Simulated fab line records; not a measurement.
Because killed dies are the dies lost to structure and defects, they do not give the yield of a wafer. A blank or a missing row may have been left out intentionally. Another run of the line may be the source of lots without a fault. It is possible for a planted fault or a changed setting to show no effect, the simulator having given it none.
Matching of chambers ; flow n5-finfet ; N5_BEOL_M2_ETCHBACK_99 on rie-diel-03: 4 sister chambers
The step etches SiO2 in CHF3, target depth 5 nm, time 10.4 s. 8 wafers are shown with their chamber, then 7 later ones without.

== WAFERS WITH THEIR CHAMBER ==
wafer;chamber;drypump-motor-current-A (A);showerhead-plenum-p-Torr (Torr)
L081.2;3;5.1;2.04
L084.1;2;5.6;2.25
L084.4;1;5.8;2.29
L087.3;2;5.7;2.25
L087.5;0;6.0;2.21
L087.6;1;5.8;2.28
L082.2;0;6.0;2.21
L082.4;3;5.1;2.04

== WAFERS WITH NO CHAMBER GIVEN ==
wafer;drypump-motor-current-A (A);showerhead-plenum-p-Torr (Torr)
L082.5;5.1;2.04
L093.1;5.7;2.25
L093.4;5.6;2.25
L093.6;5.1;2.04
L097.2;5.8;2.27
L097.4;5.7;2.24
L097.6;5.8;2.27

== THE CHAMBER EACH PASSED THROUGH ==
wafer;from the rows above;in truth
L082.5;3;3
L093.1;2;2
L093.4;2;2
L093.6;3;3
L097.2;1;1
L097.4;2;2
L097.6;1;1
7 of 7 placed correctly. Left unplaced by these rows: 0. Placed wrongly: 0.
How it was worked out, from the rows above alone: a wafer's distance from a chamber is the root of the sum, over the readings, of the square of ((its reading less the chamber's mean) divided by the reading's scatter). The wafer belongs to the nearest chamber; if the next one is less than 2 further off, it can't be placed. A chamber's mean is the mean of its shown wafers. How the scatter is found: for the shown wafers, subtract from each reading the mean of its chamber, square and add these, divide the total by (wafers less chambers), then take the root.
